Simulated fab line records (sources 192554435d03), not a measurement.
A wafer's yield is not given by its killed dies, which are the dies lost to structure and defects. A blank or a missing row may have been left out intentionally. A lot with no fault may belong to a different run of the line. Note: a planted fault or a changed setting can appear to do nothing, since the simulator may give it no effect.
fab line records | flow n5_finfet
record: lots: 7 wafers: 21
route steps=1938 shown BEOL_M9@1461 BEOL_M11@1539 BEOL_M12@1605 BEOL_M13@1662
start_h: the number of hours between the record's first day and the start of the first shown wafer of the lot | wait_h: hours elapsed since this lot's preceding step | " identical to the entry in the row above | L1.1+2: a single row standing in for several wafers | - value missing, or start not given | * or withheld: withheld | < > ~ a bound
route shown NAME@n: names a module that has steps shown in the file, with the first one's number in the route | usual: mean/standard deviation taken from wafers without a fault | same: alike in all rows | chamber/n: place in a boat | sites: readings site by site | _std_site: standard deviation of those values | _edge_site: the outer-site mean with the inner-site mean subtracted | radius_mm: for every site, how far away it sits from the centre of the wafer | mask NAME#n: copy n | behind: the tool/chamber that last shaped the wafer | hold: the reason the lot was held/the length of the hold in hours/how it ended | device: the transistor (n, p or np) that didn't switch | end of line: the same wafers' tests at the end of the route | a step with no rows: only its recipe | killed: dies that structure and defects cost at the first sort, which is not the same as the wafer's yield | map: the dies of a wafer, with x for killed, . for not killed, _ for no die there
set.NAME: the setting that was run; set.NAME@STEP: the one run at that earlier step | model.NAME: the simulator's own value behind a step, which no gauge read
lots where settings were altered on purpose, with a table for each step and a row for each wafer
== steps ==
step: N5_BEOL_M9_SPUTTER_48
recipe: material: Cu target_thk_a: 120 temp_c: -20 bias_v: 60 power_w: 26000 chamber_pressure_pa: 0.13 time_s: 2
columns lot.wafer tool chamber start_h wait_h set.power_w
L079.1+3+6 pvd_sputter-02 - 249.94 1.0 26000
L080.1 pvd_sputter-01 - 253.59 0.1 26000
L080.3+5 " - " " 24010
L090.2+3 pvd_sputter-03 - 310.05 0.4 26000
L090.4 " - " " 29300
L093.1+2+4 pvd_sputter-03 - 332.51 0.1 26000
L095.3+5 pvd_sputter-02 - 349.87 0.1 22120
L095.6 " - " " 26000
L096.1+5 pvd_sputter-02 - 353.15 0.2 26000
L096.3 " - " " 22280
L097.3+5 pvd_sputter-02 - 363.47 0.1 26000
L097.6 " - " " 23820
step: N5_BEOL_M9_ECD_50
recipe: material: Cu target_thk_a: 3180
step: N5_BEOL_M9_ANNEAL_51
recipe: temp_c: 225 time_s: 90 ambient: N2
step: N5_BEOL_M9_CMP_52
recipe: stop_on: SiCOH_lowk t_overpolish_s: 7 down_force_psi: 1 platen_rpm: 50 clearing_platen_down_force_psi: 1.5 clearing_platen_rpm: 50 post_cmp_clean: cu_alkaline target_thk_nm: 140 clearing_platen_pad_velocity_m_s: 0.99484 pad_velocity_m_s: 0.99484
columns lot.wafer tool chamber start_h wait_h set.source_w@BEOL_M9_TRENCH_ETCH_37 model.Cu_of_BEOL_M9_ECD_50.thk_nm
L079.3 cmp-01 2 250.63 0.3 345 140.6
L079.1 " 1 " " 345 138
L079.6 " 2 " " 385.9 146.4
L080.1 cmp-02 1 254.45 0.3 392.8 146.4
L080.3+5 " 2,0 " " 345 -
L090.4 cmp-04 2 310.59 0.1 383.1 -
L090.2 " 3 " " 345 139.8
L090.3 " 0 " " 383.1 145.8
L093.2 cmp-01 3 333.22 0.2 345 141.8
L093.1 " 1 " " 345 137.4
L093.4 " 2 " " 345 144
L095.3 cmp-02 0 351.16 0.2 345 -
L095.5 " 0 " " 308.5 -
L095.6 " 1 " " 345 139.8
L096.3 cmp-04 1 353.67 0.2 345 -
L096.1 " 3 " " 283.7 128.8
L096.5 " 1 " " 345 144
L097.3 cmp-02 2 364.22 0.3 345 139
L097.6 " 2 " " 329.2 -
L097.5 " 3 " " 345 145.2
step: N5_BEOL_M9_PRE_CLEAN_55
recipe: gas: NH3 time_s: 15 temp_c: withheld rf_power_w: 300
step: N5_BEOL_M9_DEP_56
recipe: material: SiCN target_thk_a: 150 temp_c: withheld precursor: 3MS/NH3 pressure_torr: 3 rf_w: 202 time_s: 26.5
step: N5_BEOL_M9_RS_MEAS_57
recipe: thk_meas_gauge: four-point-probe reads: Cu_of_BEOL_M9_ECD_50+Co_of_BEOL_M9_CVD_78+TaN_of_BEOL_M9_ALD_74
usual: M9_RS: 0.1499/0.0028
columns lot.wafer tool chamber start_h wait_h set.source_w@BEOL_M9_TRENCH_ETCH_37 M9_RS[ohm/sq]
L079.1 film_metro-02 - 251.06 0.1 345 0.1532
L079.3 " - " " 345 0.1499
L079.6 " - " " 385.9 0.1434
L080.1 film_metro-01 - 254.84 0.1 392.8 0.1434
L080.3 " - " " 345 0.1511
L080.5 " - " " 345 0.1514
L090.2 film_metro-02 - 311.02 0.1 345 0.1513
L090.3 " - " " 383.1 0.1440
L090.4 " - " " 383.1 0.1435
L093.1 film_metro-02 - 333.65 0.1 345 0.1537
L093.2 " - " " 345 0.1484
L093.4 " - " " 345 0.1462
L095.3 film_metro-01 - 351.59 0.1 345 0.1450
L095.5 " - " " 308.5 0.1599
L095.6 " - " " 345 0.1511
L096.1 film_metro-02 - 354.10 0.1 283.7 0.1654
L096.3 " - " " 345 0.1426
L096.5 " - " " 345 0.1465
L097.3 film_metro-01 - 364.65 0.1 345 0.1521
L097.5 " - " " 345 0.1448
L097.6 " - " " 329.2 0.1569
step: N5_BEOL_M11_PECVD_70
recipe: material: SiO2 target_thk_a: 200 temp_c: 400 precursor: TEOS/O2 pressure_torr: 5.5 rf_w: 450 teos_flow_sccm: 53.8 gas: O2 flow_sccm: 3000 time_s: 22.7
columns lot.wafer tool chamber start_h wait_h set.time_s model.SiO2_of_BEOL_M11_PECVD_70.thk_nm
L079.1 pecvd-03 1 259.30 0.0 22.7 19.8
L079.3 " 0 " " 24.27 21.6
L079.6 " 0 " " 22.7 20.2
L080.1+3 pecvd-02 2,1 262.79 0.0 22.7 20
L080.5 " 2 " " 22.7 20.2
L090.2 pecvd-04 2 320.64 0.0 22.7 19.8
L090.3 " 0 " " 20.87 18.4
L090.4 " 1 " " 22.7 20
L093.1 pecvd-02 2 343.20 0.0 22.7 19.8
L093.2 " 1 " " 22.7 19.6
L093.4 " 1 " " 22.7 20.4
L095.3 pecvd-02 1 359.76 0.0 25.24 22
L095.5 " 2 " " 22.7 20
L095.6 " 0 " " 25.24 22.2
L096.1 pecvd-02 0 362.90 0.0 21.04 18.4
L096.3 " 1 " " 22.7 19.8
L096.5 " 2 " " 22.7 20.2
L097.3+6 pecvd-02 0,2 374.09 0.0 22.7 19.8
L097.5 " 1 " " 22.7 20.2
step: N5_BEOL_M11_COAT_59
recipe: resist: SOC temp_c: 250 time_s: 60 spin_rpm: 1500 resist_thk_nm: 100
columns lot.wafer tool chamber start_h wait_h set.spin_rpm model.SOC_of_BEOL_M11_COAT_59.thk_nm
L079.1 litho_track-02 0 261.43 0.1 1438 101.8
L079.3+6 " 0 " " 1500 99.8
L080.1 litho_track-05 0 262.98 0.1 1500 100
L080.3 " 0 " " 1409 103.4
L080.5 " 0 " " 1409 103
L090.2 litho_track-05 0 321.22 0.1 1665 95
L090.3 " 0 " " 1500 100
L090.4 " 0 " " 1500 100.2
L093.1+4 litho_track-01 0 344.39 0.1 1500 100
L093.2 " 0 " " 1500 99.8
L095.3 litho_track-05 0 363.26 0.1 1334 106.6
L095.5 " 0 " " 1500 100.4
L095.6 " 0 " " 1500 100.2
L096.1+5 litho_track-01 0 363.92 0.1 1500 100.2
L096.3 " 0 " " 1500 100.4
L097.3+6 litho_track-01 0 374.84 0.1 1500 100.2
L097.5 " 0 " " 1500 99.8
step: N5_BEOL_M11_COAT_60
recipe: resist: SiARC temp_c: 220 time_s: 60 spin_rpm: 1500 resist_thk_nm: 30
step: N5_BEOL_M11_COAT_05
recipe: resist: CAR-ArF spin_rpm: 1500 resist_thk_nm: 90
step: N5_BEOL_M11_DESCUM_16
recipe: chemistry: O2 time_s: 7.9 source_power_w: 50 bias_power_w: 20 pressure_mtorr: 20 rf_frequency_hz: 2.712e+07 temp_c: 40 resist: CAR-ArF o2_flow_sccm: 225
step: N5_BEOL_M11_ETCH_61
recipe: chemistry: CF4 target: SiARC target_depth_a: 390 mask_material: CAR-ArF time_s: 65 ion_energy_ev: 80 pressure_mtorr: 40 source_w: 545 bias_w: 36 Ar_flow_sccm: 100 cf4_flow_sccm: 100 ends: cleared
step: N5_BEOL_M11_ETCH_62
recipe: chemistry: N2/H2 target: SOC target_depth_a: 1100 overetch_a: 220 mask_material: SiARC temp_c: 40 time_s: 165 ion_energy_ev: 200 pressure_mtorr: 30 source_w: 840 bias_w: 150 n2_flow_sccm: 200 h2_flow_sccm: 200
columns lot.wafer tool chamber start_h wait_h set.spin_rpm@BEOL_M11_COAT_59 model.etch.depth_nm
L079.1 rie_diel-04 3 262.11 0.0 1438 101.9
L079.3 " 2 " " 1500 99.87
L079.6 " 1 " " 1500 99.8
L080.1 rie_diel-03 0 263.39 0.0 1500 100.1
L080.3 " 1 " " 1409 103.4
L080.5 " 2 " " 1409 102.9
L090.2 rie_diel-03 2 321.77 0.0 1665 95.07
L090.3 " 0 " " 1500 100
L090.4 " 1 " " 1500 100.1
L093.1+4 rie_diel-06 3,2 344.94 0.0 1500 100.1
L093.2 " 1 " " 1500 99.89
L095.3 rie_diel-06 2 363.84 0.0 1334 106.6
L095.5+6 " 1,2 " " 1500 100.3
L096.1 rie_diel-06 0 364.46 0.0 1500 100.2
L096.3 " 3 " " 1500 100.4
L096.5 " 1 " " 1500 100.1
L097.3 rie_diel-03 2 375.38 0.0 1500 100.2
L097.5 " 1 " " 1500 99.88
L097.6 " 2 " " 1500 100.1
step: N5_BEOL_M11_STRIP_68
recipe: chemistry: N2/H2 temp_c: 40 n2_flow_sccm: 200 h2_flow_sccm: 200 rf_frequency_hz: 6e+07
step: N5_BEOL_M11_STRIP_67
recipe: chemistry: CF4 resist: SiARC power_w: 300 bias_power_w: 75 pressure_mtorr: 50 cf4_flow_sccm: 150 rf_frequency_hz: 6e+07
step: N5_BEOL_M11_HM_OPEN_17
recipe: chemistry: Cl2/BCl3 target_depth_a: 200 overetch_a: 60 target: TiN mask_material: SOC ion_energy_ev: 150 pressure_mtorr: 10 icp_w: 1000 bias_w: 126 Cl2_flow_sccm: 53.25 bcl3_flow_sccm: 21.75 Ar_flow_sccm: 25
columns lot.wafer tool chamber start_h wait_h set.spin_rpm@BEOL_M11_COAT_59 model.SOC_of_BEOL_M11_COAT_59.thk_nm
L079.1 rie_metal-03 1 262.30 0.0 1438 94
L079.3 " 0 " " 1500 92.2
L079.6 " 0 " " 1500 92
L080.1 rie_metal-03 1 263.58 0.0 1500 92
L080.3 " 1 " " 1409 95.4
L080.5 " 1 " " 1409 95
L090.2 rie_metal-01 1 321.95 0.0 1665 87
L090.3+4 " 1,0 " " 1500 92
L093.1+2 rie_metal-03 1,0 345.12 0.0 1500 92
L093.4 " 0 " " 1500 92.4
L095.3 rie_metal-02 0 364.06 0.1 1334 98.8
L095.5+6 " 0,1 " " 1500 92.6
L096.1 rie_metal-02 0 364.65 0.0 1500 92.4
L096.3+5 " 0,1 " " 1500 92.6
L097.3+6 rie_metal-02 1,0 375.59 0.1 1500 92.4
L097.5 " 1 " " 1500 92.2
step: N5_BEOL_M12_COAT_04
recipe: spin_rpm: 1625 resist_thk_nm: 400
columns lot.wafer tool chamber start_h wait_h set.spin_rpm model.coat_of_BEOL_M12_COAT_04.thk_nm
L079.1 litho_track-03 0 - - 1625 401.4
L079.3 " 0 " " 1625 401.8
L079.6 " 0 " " 1625 401.6
L080.1 litho_track-03 0 - - 1625 399.6
L080.3 " 0 " " 1625 400.2
L080.5 " 0 " " 1475 419.2
L090.2 litho_track-04 0 - - 1519 413.8
L090.3 " 0 " " 1625 399.2
L090.4 " 0 " " 1625 398.8
L093.1 litho_track-02 0 - - 1625 399.2
L093.2 " 0 " " 1625 399
L093.4 " 0 " " 1625 399.6
L095.3 litho_track-02 0 - - 1625 398.6
L095.5 " 0 " " 1625 399
L095.6 " 0 " " 1625 398.2
L096.1 litho_track-04 0 - - 1513 413.8
L096.3 " 0 " " 1625 398.2
L096.5 " 0 " " 1513 413
L097.3 litho_track-03 0 - - 1685 395.8
L097.5 " 0 " " 1625 402.8
L097.6 " 0 " " 1685 395.6
step: N5_BEOL_M12_EBR_06
recipe: solvent: PGMEA ebr_width_mm: 1.5
step: N5_BEOL_M12_SOFTBAKE_05
recipe: temp_c: 130 time_s: 60
step: N5_BEOL_M12_DESCUM_15
recipe: chemistry: O2 time_s: 7.9 source_power_w: 50 bias_power_w: 20 pressure_mtorr: 20 rf_frequency_hz: 2.712e+07 temp_c: 40 o2_flow_sccm: 225
step: N5_BEOL_M12_ETCH_59
recipe: chemistry: N2/H2 target: BARC target_depth_a: 890 overetch_a: 267 time_s: 67.9 ion_energy_ev: 200 pressure_mtorr: 30 source_w: 840 bias_w: 150 n2_flow_sccm: 200 h2_flow_sccm: 200
columns lot.wafer tool chamber start_h wait_h set.spin_rpm@BEOL_M12_COAT_04 model.coat_of_BEOL_M12_COAT_04.thk_nm
L079.1 rie_diel-01 0 268.27 0.0 1625 319.8
L079.3 " 3 " " 1625 320.6
L079.6 " 2 " " 1625 317.4
L080.1+3 rie_diel-01 3,0 268.58 0.0 1625 318.2
L080.5 " 1 " " 1475 334.8
L090.2 rie_diel-02 1 328.23 0.0 1519 332.8
L090.3 " 3 " " 1625 317.2
L090.4 " 0 " " 1625 317
L093.1 rie_diel-02 3 351.48 0.0 1625 317
L093.2 " 0 " " 1625 316.6
L093.4 " 1 " " 1625 318
L095.3 rie_diel-01 1 370.58 0.0 1625 314.4
L095.5 " 1 " " 1625 315.2
L095.6 " 2 " " 1625 314
L096.1 rie_diel-01 3 371.00 0.0 1513 331.4
L096.3 " 0 " " 1625 316.4
L096.5 " 0 " " 1513 331.6
L097.3 rie_diel-01 2 381.95 0.0 1685 311.6
L097.5 " 1 " " 1625 318.2
L097.6 " 2 " " 1685 311.2
step: N5_BEOL_M12_VIA_ETCH_16
recipe: chemistry: C4F8/O2/Ar target: SiOC pressure_mtorr: 30 source_w: 3000 bias_w: 700 Ar_flow_sccm: 400 C4F8_flow_sccm: 15 O2_flow_sccm: 8 he_inner_torr: 15 he_outer_torr: 30 target_depth_a: 7248 time_s: withheld ion_energy_ev: 250 ends: cleared
columns lot.wafer tool chamber start_h wait_h set.spin_rpm@BEOL_M12_COAT_04 model.coat_of_BEOL_M12_COAT_04.thk_nm
L079.1 rie_diel-01 0 268.32 0.0 1625 126.2
L079.3 " 3 " " 1625 125.4
L079.6 " 2 " " 1625 121.4
L080.1 rie_diel-01 3 268.63 0.0 1625 124.6
L080.3 " 0 " " 1625 120.6
L080.5 " 1 " " 1475 137.8
L090.2 rie_diel-02 1 328.28 0.0 1519 139
L090.3 " 3 " " 1625 124.6
L090.4 " 0 " " 1625 121.2
L093.1+2 rie_diel-02 3,0 351.53 0.0 1625 124.2
L093.4 " 1 " " 1625 123.2
L095.3 rie_diel-01 1 370.63 0.0 1625 124.6
L095.5 " 1 " " 1625 119.6
L095.6 " 2 " " 1625 121
L096.1 rie_diel-01 3 371.05 0.0 1513 135.4
L096.3 " 0 " " 1625 124.6
L096.5 " 0 " " 1513 133.6
L097.3 rie_diel-01 2 382.01 0.0 1685 119.2
L097.5 " 1 " " 1625 121
L097.6 " 2 " " 1685 115.4
step: N5_BEOL_M12_STRIP_63
recipe: chemistry: N2/H2 power_w: 1000 temp_c: 250 h2_frac: 0.65 overash_fraction: 0.3 pressure_mtorr: 1000 n2_flow_sccm: 1750 h2_flow_sccm: 3250
usual: strip_time_to_endpoint_s: 42.8/0.86
columns lot.wafer tool chamber start_h wait_h set.spin_rpm@BEOL_M12_COAT_04 strip_time_to_endpoint_s
L079.1 plasma_asher-02 1 268.53 - 1625 43.4
L079.3 " 0 " " 1625 43.1
L079.6 " 0 " " 1625 42.1
L080.1 plasma_asher-02 0 268.83 - 1625 42.9
L080.3 " 0 " " 1625 41.9
L080.5 " 1 " " 1475 46.4
L090.2 plasma_asher-01 1 328.48 - 1519 46.7
L090.3 " 0 " " 1625 42.9
L090.4 " 1 " " 1625 42.0
L093.1 plasma_asher-02 0 351.73 - 1625 42.8
L093.2 " 1 " " 1625 42.8
L093.4 " 0 " " 1625 42.5
L095.3 plasma_asher-01 0 370.86 - 1625 42.9
L095.5 " 1 " " 1625 41.5
L095.6 " 0 " " 1625 41.9
L096.1 plasma_asher-02 1 371.25 - 1513 45.8
L096.3 " 0 " " 1625 42.9
L096.5 " 0 " " 1513 45.3
L097.3 plasma_asher-01 0 382.22 - 1685 41.5
L097.5 " 0 " " 1625 42.0
L097.6 " 1 " " 1685 40.4
step: N5_BEOL_M13_COAT_04
recipe: spin_rpm: 1625 resist_thk_nm: 400
columns lot.wafer tool chamber start_h wait_h set.spin_rpm model.coat_of_BEOL_M13_COAT_04.thk_nm
L080.1+3 litho_track-05 0 - - 1625 400.6
L080.5 " 0 " " 1625 400.8
L079.1 litho_track-05 0 - - 1625 399.8
L079.3 " 0 " " 1625 400.2
L079.6 " 0 " " 1625 401.8
L090.2 litho_track-01 0 - - 1566 408.4
L090.3 " 0 " " 1625 402.8
L090.4 " 0 " " 1566 408.6
L093.1 litho_track-01 0 - - 1625 400.2
L093.2 " 0 " " 1625 401
L093.4 " 0 " " 1625 400.8
L095.3 litho_track-01 0 - - 1578 404.2
L095.5 " 0 " " 1625 398.2
L095.6 " 0 " " 1625 398.6
L096.1 litho_track-01 0 - - 1761 384
L096.3 " 0 " " 1625 399.4
L096.5 " 0 " " 1761 383.4
L097.3 litho_track-01 0 - - 1497 416
L097.5 " 0 " " 1497 417
L097.6 " 0 " " 1497 415.8
step: N5_BEOL_M13_ETCH_59
recipe: chemistry: N2/H2 target: BARC target_depth_a: 890 overetch_a: 267 time_s: 67.9 ion_energy_ev: 200 pressure_mtorr: 30 source_w: 840 bias_w: 150 n2_flow_sccm: 200 h2_flow_sccm: 200
usual: rf_vpp_V: 523.9/2.1
columns lot.wafer tool chamber start_h wait_h set.bias_w set.spin_rpm@BEOL_M13_COAT_04 rf_vpp_V model.coat_of_BEOL_M13_COAT_04.thk_nm
L080.1 rie_diel-06 1 274.17 0.0 150 1625 524.1 319.8
L080.3 " 2 " " 136.3 1625 492.8 319.2
L080.5 " 1 " " 150 1625 522.9 319.8
L079.1 rie_diel-03 1 274.66 0.0 150 1625 526.6 318.4
L079.3 " 0 " " 123.3 1625 460.7 320.6
L079.6 " 3 " " 123.3 1625 464.9 323.8
L090.2 rie_diel-06 1 334.98 0.0 171.6 1566 568.6 322.8
L090.3 " 3 " " 171.6 1625 571.1 317
L090.4 " 0 " " 150 1566 526.8 325.4
L093.1 rie_diel-03 2 355.57 0.0 150 1625 521.6 317
L093.2 " 0 " " 150 1625 520.7 317.6
L093.4 " 3 " " 150 1625 527.1 318.4
L095.3 rie_diel-04 2 376.58 0.0 150 1578 520.4 322
L095.5 " 0 " " 150 1625 522.3 316
L095.6 " 2 " " 150 1625 520.3 315.8
L096.1 rie_diel-06 2 378.40 0.0 150 1761 523.8 301.6
L096.3 " 3 " " 159.5 1625 546.4 313.8
L096.5 " 2 " " 150 1761 524.4 299.8
L097.3 rie_diel-03 2 388.95 0.0 166.1 1497 556.9 331.4
L097.5 " 0 " " 166.1 1497 556.7 332.2
L097.6 " 1 " " 150 1497 526.0 335.4
step: N5_BEOL_M13_TRENCH_ETCH_34
recipe: chemistry: C4F8/O2/Ar target: SiOC target_depth_a: 4134.7 mask_material: SOC pressure_mtorr: 30 source_w: 3000 bias_w: 700 Ar_flow_sccm: 400 C4F8_flow_sccm: 15 O2_flow_sccm: 8 he_inner_torr: 15 he_outer_torr: 30 time_s: 162.6 ion_energy_ev: 250
columns lot.wafer tool chamber start_h wait_h set.time_s model.etch.depth_nm
L080.1 rie_diel-03 0 275.69 0.0 188.4 482.6
L080.3 " 2 " " 162.6 422.2
L080.5 " 0 " " 188.4 487.1
L079.1 rie_diel-06 0 275.97 0.0 162.6 416.7
L079.3 " 2 " " 179.9 457.3
L079.6 " 1 " " 179.9 450.8
L090.2 rie_diel-04 2 336.42 0.0 162.6 410
L090.3 " 3 " " 162.6 412.8
L090.4 " 0 " " 162.6 418.6
L093.1 rie_diel-06 1 356.89 0.0 162.6 423.6
L093.2 " 3 " " 162.6 417.2
L093.4 " 2 " " 162.6 408.5
L095.3 rie_diel-04 0 377.90 0.0 162.6 420.9
L095.5 " 2 " " 162.6 412.3
L095.6 " 3 " " 186.3 473
L096.1 rie_diel-03 3 380.12 0.0 142.2 358.9
L096.3 " 1 " " 142.2 353.1
L096.5 " 1 " " 162.6 404.6
L097.3 rie_diel-06 0 390.40 0.0 135.3 349.3
L097.5 " 0 " " 162.6 418.6
L097.6 " 1 " " 162.6 425
step: N5_BEOL_M13_STRIP_70
recipe: chemistry: C4F8/O2/Ar resist: SiARC rf_frequency_hz: 6e+07
step: N5_BEOL_M13_OCD_MEAS_35
usual: trench_depth_nm: 413/5.7
columns lot.wafer tool chamber start_h wait_h set.time_s@BEOL_M13_TRENCH_ETCH_34 trench_depth_nm
L080.1 ocd-02 - 275.86 0.0 188.4 482
L080.3 " - " " 162.6 422
L080.5 " - " " 188.4 487
L079.1 ocd-01 - 276.15 0.0 162.6 416
L079.3 " - " " 179.9 457
L079.6 " - " " 179.9 450
L090.2 ocd-02 - 336.59 0.0 162.6 410
L090.3 " - " " 162.6 413
L090.4 " - " " 162.6 418
L093.1 ocd-01 - 357.06 0.0 162.6 423
L093.2 " - " " 162.6 418
L093.4 " - " " 162.6 409
L095.3 ocd-01 - 378.07 0.0 162.6 421
L095.5 " - " " 162.6 412
L095.6 " - " " 186.3 473
L096.1 ocd-02 - 380.30 0.0 142.2 359
L096.3 " - " " 142.2 353
L096.5 " - " " 162.6 404
L097.3 ocd-02 - 390.58 0.0 135.3 349
L097.5 " - " " 162.6 418
L097.6 " - " " 162.6 425
== key ==
split: step: N5_BEOL_M9_SPUTTER_48 setting: power_w stated: 26000 by: wafer
response none clear
split: step: N5_BEOL_M11_PECVD_70 setting: time_s stated: 22.7 by: wafer
response: step: N5_BEOL_M11_PECVD_70 reading: model.SiO2_of_BEOL_M11_PECVD_70.thk_nm change: +0.2 per: 1% r: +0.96
split: step: N5_BEOL_M11_COAT_59 setting: spin_rpm stated: 1500 by: wafer
response: step: N5_BEOL_M11_COAT_59 reading: model.SOC_of_BEOL_M11_COAT_59.thk_nm change: -0.516 per: 1% r: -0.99
response: step: N5_BEOL_M11_ETCH_62 reading: model.etch.depth_nm change: -0.512 per: 1% r: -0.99
response: step: N5_BEOL_M11_HM_OPEN_17 reading: model.SOC_of_BEOL_M11_COAT_59.thk_nm change: -0.507 per: 1% r: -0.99
split: step: N5_BEOL_M12_COAT_04 setting: spin_rpm stated: 1625 by: wafer
response: step: N5_BEOL_M12_COAT_04 reading: model.coat_of_BEOL_M12_COAT_04.thk_nm change: -2.15 per: 1% r: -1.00
response: step: N5_BEOL_M12_ETCH_59 reading: model.coat_of_BEOL_M12_COAT_04.thk_nm change: -2.04 per: 1% r: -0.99
response: step: N5_BEOL_M12_VIA_ETCH_16 reading: model.coat_of_BEOL_M12_COAT_04.thk_nm change: -1.73 per: 1% r: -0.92
response: step: N5_BEOL_M12_STRIP_63 reading: strip_time_to_endpoint_s change: * per: 1% r: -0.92
split: step: N5_BEOL_M13_COAT_04 setting: spin_rpm stated: 1625 by: wafer
response: step: N5_BEOL_M13_COAT_04 reading: model.coat_of_BEOL_M13_COAT_04.thk_nm change: -1.84 per: 1% r: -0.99
response: step: N5_BEOL_M13_ETCH_59 reading: model.coat_of_BEOL_M13_COAT_04.thk_nm change: -1.67 per: 1% r: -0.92
split: step: N5_BEOL_M13_ETCH_59 setting: bias_w stated: 150 by: wafer
response: step: N5_BEOL_M13_ETCH_59 reading: rf_vpp_V change: +3.29 per: 1% r: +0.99
split: step: N5_BEOL_M13_TRENCH_ETCH_34 setting: time_s stated: 162.6 by: wafer
response: step: N5_BEOL_M13_TRENCH_ETCH_34 reading: model.etch.depth_nm change: +3.97 per: 1% r: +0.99
response: step: N5_BEOL_M13_OCD_MEAS_35 reading: trench_depth_nm change: +3.97 per: 1% r: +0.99
split outside_this_file step=N5_BEOL_M9_TRENCH_ETCH_37 setting=source_w
split outside_this_file: this setting was split too, and the file shows its column; the key of that split is in another file
